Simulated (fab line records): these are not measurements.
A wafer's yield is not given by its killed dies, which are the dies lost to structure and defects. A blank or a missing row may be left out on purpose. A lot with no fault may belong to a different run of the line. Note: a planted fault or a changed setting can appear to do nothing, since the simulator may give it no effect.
Matching of chambers | flow n5-finfet | N5_HKMG_FIN_CVD_62 on thermal-cvd-si-01 has 3 sister chambers
The step deposits a-Si from Si2H6, target thk 3 nm, time 20.8 s. 16 wafers are shown with their chamber, then 8 later ones without.

== WAFERS WITH THEIR CHAMBER ==
wafer  | chamber | heater-power-w (W)
L895.1 | 1       | 1826
L895.2 | 0       | 1290
L895.4 | 0       | 1348
L897.3 | 2       | 1322
L897.4 | 1       | 1782
L897.5 | 2       | 1349
L901.2 | 2       | 1364
L901.4 | 1       | 1814
L901.5 | 0       | 1338
L903.1 | 1       | 1768
L903.5 | 1       | 1750
L903.6 | 0       | 1344
L905.1 | 1       | 1751
L905.3 | 1       | 1781
L905.5 | 1       | 1833
L907.1 | 1       | 1780

SIGNATURES (averages over the wafers above)
reading        | chamber 0 | chamber 1 | chamber 2 | scatter within a chamber
heater-power-w | 1330.00   | 1787.22   | 1345.00   | 28.5
Rule: for a wafer and a chamber, the distance is found by dividing, reading by reading, the gap between the wafer's reading and the chamber's mean by the reading's scatter, squaring, summing and taking the root. If the next closest chamber is less than 2 further off than the closest, the wafer can't be placed; otherwise it belongs to the closest. The scatter: take each reading less its chamber's mean, square it, sum over the shown wafers, divide by the number of wafers less the number of chambers, and take the root.

== WAFERS WITH NO CHAMBER GIVEN ==
wafer  | heater-power-w (W)
L907.2 | 1375
L907.5 | 1378
L912.3 | 1361
L912.6 | 1772
L914.1 | 1368
L914.6 | 1366
L916.3 | 1840
L916.6 | 1321

== EACH ONE'S CHAMBER ==
wafer  | from the rows above     | in truth
L907.2 | can't be placed: 2 or 0 | 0
L907.5 | can't be placed: 2 or 0 | 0
L912.3 | can't be placed: 2 or 0 | 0
L912.6 | 1                       | 1
L914.1 | can't be placed: 2 or 0 | 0
L914.6 | can't be placed: 2 or 0 | 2
L916.3 | 1                       | 1
L916.6 | can't be placed: 0 or 2 | 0
Correct placement for 2 of the 8. From these rows, 6 cannot be placed; in 6 the true chamber is one of the candidates. Number placed wrongly: 0.
